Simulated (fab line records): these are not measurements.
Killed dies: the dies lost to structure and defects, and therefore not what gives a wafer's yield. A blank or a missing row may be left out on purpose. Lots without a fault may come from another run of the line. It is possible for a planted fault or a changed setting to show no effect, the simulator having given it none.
Which tool is to blame? | flow n5Finfet | 21 lots, 63 wafers sampled, at 5 steps of a route of 1938

WHAT THE GAUGES SHOWED, per wafer
N5_MOL_CONTACT_COAG_CD_MEAS_101: target cd 16 nm.
lot  | measured     | on       | cdNm (nm)
L074 | day 5 09:28  | cdSem-02 | 15.9 16.8 16.4
L075 | day 5 14:35  | cdSem-01 | 16.4 15.7 16.6
L076 | day 5 20:10  | cdSem-03 | 15.9 16.2 15.9
L078 | day 6 08:52  | cdSem-02 | 16.1 16.1 15.8
L079 | day 6 11:37  | cdSem-03 | 15.5 16.2 15.7
L080 | day 6 16:28  | cdSem-01 | 16.3 16.2 15.4
L081 | day 6 20:47  | cdSem-03 | 16.1 16.2 15.9
L082 | day 7 06:14  | cdSem-03 | 15.9 16.6 16.7
L083 | day 7 12:37  | cdSem-01 | 15.5 15.8 15.7
L084 | day 7 19:16  | cdSem-01 | 16.2 16.2 16.0
L085 | day 8 03:56  | cdSem-01 | 16.5 16.0 16.0
L086 | day 8 06:41  | cdSem-03 | 15.8 15.8 16.0
L087 | day 8 07:18  | cdSem-03 | 16.6 16.3 15.9
L088 | day 8 23:44  | cdSem-02 | 15.9 16.2 16.0
L089 | day 9 01:23  | cdSem-01 | 15.9 16.1 16.2
L090 | day 9 11:08  | cdSem-03 | 16.2 15.8 16.4
L093 | day 9 22:13  | cdSem-02 | 15.7 16.0 15.2
L094 | day 10 10:09 | cdSem-02 | 16.2 16.0 16.1
L095 | day 10 10:52 | cdSem-01 | 15.3 15.3 15.6
L096 | day 10 15:44 | cdSem-03 | 16.2 16.7 16.2
L097 | day 10 21:14 | cdSem-03 | 16.3 16.5 16.1

EACH LOT AND THE TOOL THAT RAN IT (in order: tool; ch and the chambers of the sampled wafers; start)
lot  | N5_MOL_CONTACT_COAG_ETCH_90       | N5_MOL_CONTACT_COAG_ETCH_91       | N5_MOL_CONTACT_COAG_VIA_ETCH_46   | N5_MOL_CONTACT_COAG_ETCH_66
L074 | rieDiel-04 ch 0,1,3, day 5 07:11  | rieDiel-06 ch 0,3, day 5 07:29    | rieDiel-06 ch 0,3, day 5 07:36    | rieDiel-04 ch 0,3, day 5 08:26
L075 | rieDiel-03 ch 1,2, day 5 12:09    | rieDiel-03 ch 0,2,3, day 5 12:27  | rieDiel-03 ch 0,2,3, day 5 12:34  | rieDiel-06 ch 1,3, day 5 13:28
L076 | rieDiel-03 ch 0,1,2, day 5 18:09  | rieDiel-04 ch 1,2, day 5 18:27    | rieDiel-04 ch 1,2, day 5 18:34    | rieDiel-04 ch 0,2,3, day 5 19:24
L078 | rieDiel-03 ch 0,1,3, day 6 06:13  | rieDiel-04 ch 0,1, day 6 06:31    | rieDiel-04 ch 0,1, day 6 06:38    | rieDiel-03 ch 0,2,3, day 6 08:04
L079 | rieDiel-03 ch 1,2, day 6 09:26    | rieDiel-03 ch 1,2, day 6 09:44    | rieDiel-03 ch 1,2, day 6 09:52    | rieDiel-04 ch 0,1,3, day 6 10:44
L080 | rieDiel-03 ch 0,1,3, day 6 14:26  | rieDiel-04 ch 1,2,3, day 6 14:44  | rieDiel-04 ch 1,2,3, day 6 14:52  | rieDiel-04 ch 0,2,3, day 6 15:42
L081 | rieDiel-03 ch 0,2, day 6 18:20    | rieDiel-06 ch 0,1,2, day 6 18:46  | rieDiel-06 ch 0,1,2, day 6 18:53  | rieDiel-04 ch 2,3, day 6 19:56
L082 | rieDiel-06 ch 1,2, day 7 04:13    | rieDiel-04 ch 0,3, day 7 04:30    | rieDiel-04 ch 0,3, day 7 04:37    | rieDiel-04 ch 0,3, day 7 05:28
L083 | rieDiel-03 ch 0,1,3, day 7 10:28  | rieDiel-06 ch 0,2,3, day 7 10:45  | rieDiel-06 ch 0,2,3, day 7 10:53  | rieDiel-03 ch 0,2,3, day 7 11:50
L084 | rieDiel-04 ch 2,3, day 7 16:56    | rieDiel-04 ch 0,1,2, day 7 17:32  | rieDiel-04 ch 0,1,2, day 7 17:40  | rieDiel-04 ch 0,1,2, day 7 18:30
L085 | rieDiel-04 ch 1,2,3, day 8 01:02  | rieDiel-03 ch 1,2, day 8 02:07    | rieDiel-03 ch 1,2, day 8 02:14    | rieDiel-03 ch 0,1,3, day 8 03:08
L086 | rieDiel-06 ch 0,1, day 8 04:12    | rieDiel-03 ch 0,1,3, day 8 04:30  | rieDiel-03 ch 0,1,3, day 8 04:38  | rieDiel-03 ch 0,1,2, day 8 05:35
L087 | rieDiel-04 ch 1,3, day 8 04:17    | rieDiel-04 ch 0,3, day 8 04:40    | rieDiel-04 ch 0,3, day 8 04:47    | rieDiel-04 ch 0,3, day 8 05:39
L088 | rieDiel-04 ch 0,1, day 8 21:31    | rieDiel-03 ch 0,1,3, day 8 21:49  | rieDiel-03 ch 0,1,3, day 8 21:56  | rieDiel-06 ch 1,2, day 8 22:53
L089 | rieDiel-03 ch 1,3, day 8 23:11    | rieDiel-06 ch 1,2, day 8 23:29    | rieDiel-06 ch 1,2, day 8 23:36    | rieDiel-04 ch 0,1, day 9 00:37
L090 | rieDiel-04 ch 0,1,3, day 9 08:26  | rieDiel-03 ch 1,2,3, day 9 08:47  | rieDiel-03 ch 1,2,3, day 9 08:55  | rieDiel-03 ch 1,2, day 9 10:02
L093 | rieDiel-06 ch 2,3, day 9 19:42    | rieDiel-03 ch 1,2,3, day 9 20:01  | rieDiel-03 ch 1,2,3, day 9 20:08  | rieDiel-06 ch 2,3, day 9 21:25
L094 | rieDiel-04 ch 0,3, day 10 07:44   | rieDiel-03 ch 1,2,3, day 10 08:15 | rieDiel-03 ch 1,2,3, day 10 08:23 | rieDiel-03 ch 2,3, day 10 09:23
L095 | rieDiel-04 ch 1,2, day 10 08:40   | rieDiel-03 ch 0,2, day 10 08:58   | rieDiel-03 ch 0,2, day 10 09:05   | rieDiel-06 ch 0,1, day 10 10:03
L096 | rieDiel-04 ch 1,2, day 10 13:05   | rieDiel-04 ch 0,1,3, day 10 13:23 | rieDiel-04 ch 0,1,3, day 10 13:31 | rieDiel-04 ch 1,3, day 10 14:50
L097 | rieDiel-06 ch 0,1,3, day 10 19:05 | rieDiel-03 ch 0,1,2, day 10 19:24 | rieDiel-03 ch 0,1,2, day 10 19:31 | rieDiel-04 ch 0,1,3, day 10 20:28
- N5_MOL_CONTACT_COAG_ETCH_90: etches SiARC in CF4, target depth 13 nm, time 21.7 s.
- N5_MOL_CONTACT_COAG_ETCH_91: etches SOC in N2/H2, target depth 60 nm, overetch 21 nm, time 101.2 s.
- N5_MOL_CONTACT_COAG_VIA_ETCH_46: etches SiO2 in C4F6/O2, target depth 46 nm, overetch 9.2 nm, time 40 s.
- N5_MOL_CONTACT_COAG_ETCH_66: etches SiARC in CF4, target depth 13 nm, time 21.7 s.

WHAT THE TOOLS THEMSELVES READ (means of the sampled wafers that have a number; where no wafer has one, the mark that the record gives instead)
N5_MOL_CONTACT_COAG_ETCH_90.
lot  | tool       | drypumpMotorCurrentA (A) | etchRfOnTimeS (s) | oesProductAu (a.u.) | rfVppV (V) | showerheadPlenumPTorr (Torr) | throttleValvePct (%)
L074 | rieDiel-04 | 5.5                      | 21.9              | 0.67                | 184.0      | 2.10                         | 15.47
L075 | rieDiel-03 | 6.1                      | 21.8              | 0.72                | 183.7      | 2.14                         | 15.40
L076 | rieDiel-03 | 5.7                      | 21.8              | 0.71                | 184.5      | 2.17                         | 15.50
L078 | rieDiel-03 | 5.7                      | 21.5              | 0.70                | 185.2      | 2.17                         | 15.41
L079 | rieDiel-03 | 6.0                      | 21.8              | 0.71                | 184.4      | 2.14                         | 15.40
L080 | rieDiel-03 | 5.7                      | 21.7              | 0.70                | 184.4      | 2.17                         | 15.42
L081 | rieDiel-03 | 5.3                      | 21.6              | 0.71                | 184.8      | 2.19                         | 15.62
L082 | rieDiel-06 | 5.7                      | 21.0              | 0.74                | 185.1      | 2.25                         | 15.59
L083 | rieDiel-03 | 5.7                      | 21.6              | 0.69                | 184.2      | 2.16                         | 15.44
L084 | rieDiel-04 | 6.5                      | 22.4              | 0.59                | 183.8      | 2.13                         | 15.88
L085 | rieDiel-04 | 6.1                      | 22.0              | 0.61                | 183.6      | 2.10                         | 15.66
L086 | rieDiel-06 | 5.5                      | 21.2              | 0.80                | 184.5      | 2.21                         | 15.46
L087 | rieDiel-04 | 5.7                      | 21.6              | 0.64                | 183.6      | 2.08                         | 15.43
L088 | rieDiel-04 | 5.4                      | 21.4              | 0.67                | 183.5      | 2.06                         | 15.46
L089 | rieDiel-03 | 5.9                      | 21.7              | 0.68                | 184.3      | 2.10                         | 15.37
L090 | rieDiel-04 | 5.5                      | 21.8              | 0.64                | 183.4      | 2.09                         | 15.53
L093 | rieDiel-06 | 5.2                      | 20.8              | 0.66                | 185.3      | 2.22                         | 15.85
L094 | rieDiel-04 | 5.2                      | 21.6              | 0.66                | 183.3      | 2.09                         | 15.60
L095 | rieDiel-04 | 6.1                      | 21.8              | 0.61                | 183.0      | 2.07                         | 15.64
L096 | rieDiel-04 | 6.4                      | 22.5              | 0.58                | 183.3      | 2.09                         | 15.86
L097 | rieDiel-06 | 5.4                      | 21.3              | 0.76                | 184.8      | 2.24                         | 15.61

N5_MOL_CONTACT_COAG_ETCH_91.
lot  | tool       | drypumpMotorCurrentA (A) | oesProductAu (a.u.) | rfVppV (V) | showerheadPlenumPTorr (Torr) | throttleValvePct (%)
L074 | rieDiel-06 | 5.2                      | 0.66                | 527.2      | 2.63                         | 18.02
L075 | rieDiel-03 | 5.5                      | 0.70                | 524.6      | 2.53                         | 17.73
L076 | rieDiel-04 | 6.4                      | 0.61                | 522.6      | 2.49                         | 17.96
L078 | rieDiel-04 | 5.2                      | 0.68                | 521.8      | 2.45                         | 17.68
L079 | rieDiel-03 | 5.8                      | 0.71                | 524.0      | 2.50                         | 17.69
L080 | rieDiel-04 | 6.1                      | 0.61                | 522.4      | 2.49                         | 17.74
L081 | rieDiel-06 | 5.5                      | 0.73                | 526.7      | 2.63                         | 17.75
L082 | rieDiel-04 | 5.5                      | 0.63                | 523.2      | 2.50                         | 17.64
L083 | rieDiel-06 | 5.2                      | 0.73                | 526.8      | 2.63                         | 17.77
L084 | rieDiel-04 | 5.8                      | 0.63                | 521.4      | 2.47                         | 17.84
L085 | rieDiel-03 | 6.1                      | 0.68                | 524.1      | 2.52                         | 17.53
L086 | rieDiel-03 | 5.7                      | 0.67                | 524.2      | 2.55                         | 17.59
L087 | rieDiel-04 | 5.2                      | 0.66                | 522.4      | 2.48                         | 17.75
L088 | rieDiel-03 | 5.7                      | 0.67                | 524.2      | 2.55                         | 17.59
L089 | rieDiel-06 | 5.6                      | 0.63                | 526.2      | 2.62                         | 17.83
L090 | rieDiel-03 | 5.9                      | 0.68                | 523.1      | 2.49                         | 17.66
L093 | rieDiel-03 | 5.9                      | 0.67                | 522.3      | 2.49                         | 17.67
L094 | rieDiel-03 | 5.9                      | 0.67                | 522.3      | 2.48                         | 17.67
L095 | rieDiel-03 | 5.4                      | 0.66                | 525.0      | 2.58                         | 17.83
L096 | rieDiel-04 | 5.5                      | 0.62                | 522.2      | 2.46                         | 17.65
L097 | rieDiel-03 | 5.7                      | 0.66                | 524.5      | 2.54                         | 17.70

N5_MOL_CONTACT_COAG_VIA_ETCH_46.
lot  | tool       | drypumpMotorCurrentA (A) | oesProductAu (a.u.) | rfVppV (V) | showerheadPlenumPTorr (Torr) | throttleValvePct (%)
L074 | rieDiel-06 | 5.2                      | 0.71                | 1595       | 2.94                         | 41.0
L075 | rieDiel-03 | 5.5                      | 0.75                | 1594       | 2.84                         | 41.0
L076 | rieDiel-04 | 6.4                      | 0.64                | 1580       | 2.79                         | 41.1
L078 | rieDiel-04 | 5.2                      | 0.72                | 1558       | 2.76                         | 40.7
L079 | rieDiel-03 | 5.8                      | 0.75                | 1620       | 2.80                         | 40.8
L080 | rieDiel-04 | 6.1                      | 0.65                | 1572       | 2.80                         | 40.8
L081 | rieDiel-06 | 5.5                      | 0.78                | 1594       | 2.94                         | 40.9
L082 | rieDiel-04 | 5.5                      | 0.67                | 1559       | 2.83                         | 40.7
L083 | rieDiel-06 | 5.2                      | 0.77                | 1597       | 2.94                         | 40.8
L084 | rieDiel-04 | 5.8                      | 0.68                | 1570       | 2.77                         | 40.9
L085 | rieDiel-03 | 6.1                      | 0.73                | 1620       | 2.84                         | 41.0
L086 | rieDiel-03 | 5.7                      | 0.73                | 1592       | 2.87                         | 41.2
L087 | rieDiel-04 | 5.2                      | 0.70                | 1556       | 2.80                         | 40.9
L088 | rieDiel-03 | 5.7                      | 0.72                | 1593       | 2.87                         | 41.2
L089 | rieDiel-06 | 5.6                      | 0.68                | 1596       | 2.94                         | 41.1
L090 | rieDiel-03 | 5.9                      | 0.72                | 1603       | 2.79                         | 41.0
L093 | rieDiel-03 | 5.9                      | 0.72                | 1602       | 2.79                         | 41.1
L094 | rieDiel-03 | 5.9                      | 0.72                | 1603       | 2.79                         | 41.1
L095 | rieDiel-03 | 5.3                      | 0.70                | 1599       | 2.89                         | 41.0
L096 | rieDiel-04 | 5.5                      | 0.67                | 1560       | 2.77                         | 40.6
L097 | rieDiel-03 | 5.7                      | 0.70                | 1609       | 2.86                         | 41.0

N5_MOL_CONTACT_COAG_ETCH_66.
lot  | tool       | drypumpMotorCurrentA (A) | etchRfOnTimeS (s) | oesProductAu (a.u.) | rfVppV (V) | showerheadPlenumPTorr (Torr) | throttleValvePct (%)
L074 | rieDiel-04 | 5.5                      | 21.9              | 0.65                | 184.2      | 2.13                         | 15.54
L075 | rieDiel-06 | 5.6                      | 21.0              | 0.84                | 185.6      | 2.29                         | 15.52
L076 | rieDiel-04 | 5.9                      | 21.9              | 0.64                | 183.3      | 2.12                         | 15.70
L078 | rieDiel-03 | 5.5                      | 21.9              | 0.71                | 184.3      | 2.14                         | 15.52
L079 | rieDiel-04 | 5.5                      | 21.7              | 0.66                | 183.2      | 2.09                         | 15.48
L080 | rieDiel-04 | 5.8                      | 22.1              | 0.63                | 183.6      | 2.11                         | 15.71
L081 | rieDiel-04 | 6.1                      | 21.8              | 0.60                | 184.0      | 2.13                         | 15.71
L082 | rieDiel-04 | 5.5                      | 21.7              | 0.65                | 183.9      | 2.12                         | 15.56
L083 | rieDiel-03 | 5.5                      | 21.6              | 0.71                | 183.6      | 2.13                         | 15.54
L084 | rieDiel-04 | 5.8                      | 21.9              | 0.64                | 183.0      | 2.08                         | 15.66
L085 | rieDiel-03 | 5.7                      | 21.5              | 0.69                | 184.8      | 2.16                         | 15.44
L086 | rieDiel-03 | 5.7                      | 21.7              | 0.69                | 184.3      | 2.16                         | 15.53
L087 | rieDiel-04 | 5.5                      | 22.1              | 0.63                | 183.3      | 2.12                         | 15.58
L088 | rieDiel-06 | 5.7                      | 21.3              | 0.71                | 185.8      | 2.25                         | 15.62
L089 | rieDiel-04 | 5.2                      | 21.7              | 0.68                | 183.2      | 2.06                         | 15.53
L090 | rieDiel-03 | 6.1                      | 22.0              | 0.69                | 184.1      | 2.13                         | 15.44
L093 | rieDiel-06 | 5.2                      | 21.1              | 0.66                | 184.4      | 2.22                         | 15.83
L094 | rieDiel-03 | 5.7                      | 21.9              | 0.69                | 182.8      | 2.07                         | 15.50
L095 | rieDiel-06 | 5.7                      | 21.4              | 0.76                | 184.8      | 2.24                         | 15.50
L096 | rieDiel-04 | 5.8                      | 22.0              | 0.60                | 183.2      | 2.10                         | 15.54
L097 | rieDiel-04 | 5.5                      | 21.9              | 0.64                | 183.8      | 2.08                         | 15.55

THE ANSWER, worked out from the rows above alone
Rule: what is usual is taken from the lots themselves. Put in order of their means at a reading, lots are off if they are a third of the lots or fewer, leave a main group of 4 or more, and stand apart from it by a gap of 3 or more times the standard deviation of the main group's means; of several such gaps the widest counts. A main group is skipped when, at the precision printed for the reading in the tables above, its means are all equal. A lot without any number at a reading at which 4 lots or more have one is off too. All remaining lots with rows at the step are treated as sound. Order of review: gauges by route order, followed by the tools' own readings, for which a lot's mean as printed above is used. The first step at which some lot is off is used, and at that step the reading that is off furthest; a lot without a number counts as furthest.
Nothing can be told from this: no lot is off at any reading shown.

WHAT THE SIMULATOR HAD INSERTED
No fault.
